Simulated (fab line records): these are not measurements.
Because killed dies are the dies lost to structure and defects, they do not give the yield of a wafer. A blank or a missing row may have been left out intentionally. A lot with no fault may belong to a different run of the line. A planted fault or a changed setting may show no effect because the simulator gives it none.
Matching of chambers	flow n5Finfet	N5_BEOL_M0_SAQP_HM_DEP_111 on pecvd-02 has 3 sister chambers
The step deposits SiO2 from SiH4/N2O, target thk 12 nm, time 7.2 s. 18 wafers are shown with their chamber, then 9 later ones without.

EACH WAFER AND ITS CHAMBER
wafer	chamber	showerheadPlenumPTorr (Torr)	heaterPowerW (W)
L075.1	1	8.35	782
L075.2	0	7.84	699
L075.6	1	8.34	790
L074.1	2	8.32	877
L074.4	0	7.83	681
L074.6	1	8.37	733
L079.1	0	7.86	796
L079.4	0	7.85	780
L079.6	1	8.38	841
L082.1	2	8.31	819
L082.3	0	7.83	678
L082.4	2	8.33	824
L083.2	0	7.88	764
L083.3	2	8.33	745
L083.6	1	8.36	787
L084.1	0	7.85	811
L084.3	1	8.37	718
L084.4	1	8.38	716

SIGNATURES, as means of the wafers listed above
reading	chamber 0	chamber 1	chamber 2	scatter within a chamber
showerheadPlenumPTorr	7.8486	8.3643	8.3225	0.0153
heaterPowerW	744.14	766.71	816.25	52.2
Rule: a wafer lies at a distance from a chamber equal to the root of the sum of squares, over the readings, of (its reading less the chamber's mean, divided by the reading's scatter). If the next closest chamber is less than 2 further off than the closest, the wafer can't be placed; otherwise it belongs to the closest. The scatter: the root of (the sum of the squares of (reading less its chamber's mean) over the shown wafers, divided by (wafers less chambers)).

WAFERS WHOSE CHAMBER IS MISSING
wafer	showerheadPlenumPTorr (Torr)	heaterPowerW (W)
L090.2	8.37	802
L090.4	8.36	815
L090.6	8.33	842
L093.2	7.84	821
L093.4	7.83	818
L093.6	8.33	793
L096.2	8.38	822
L096.5	8.37	840
L096.6	7.86	848

THE CHAMBER EACH PASSED THROUGH
wafer	from the rows above	in truth
L090.2	1	1
L090.4	can't be placed: 1 or 2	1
L090.6	can't be placed: 2 or 1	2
L093.2	0	0
L093.4	0	0
L093.6	can't be placed: 2 or 1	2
L096.2	1	1
L096.5	can't be placed: 1 or 2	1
L096.6	0	0
Correctly placed: 5 of 9. Unplaceable from these rows: 4, with the true chamber sitting among the candidates in 4. Number placed wrongly: 0.
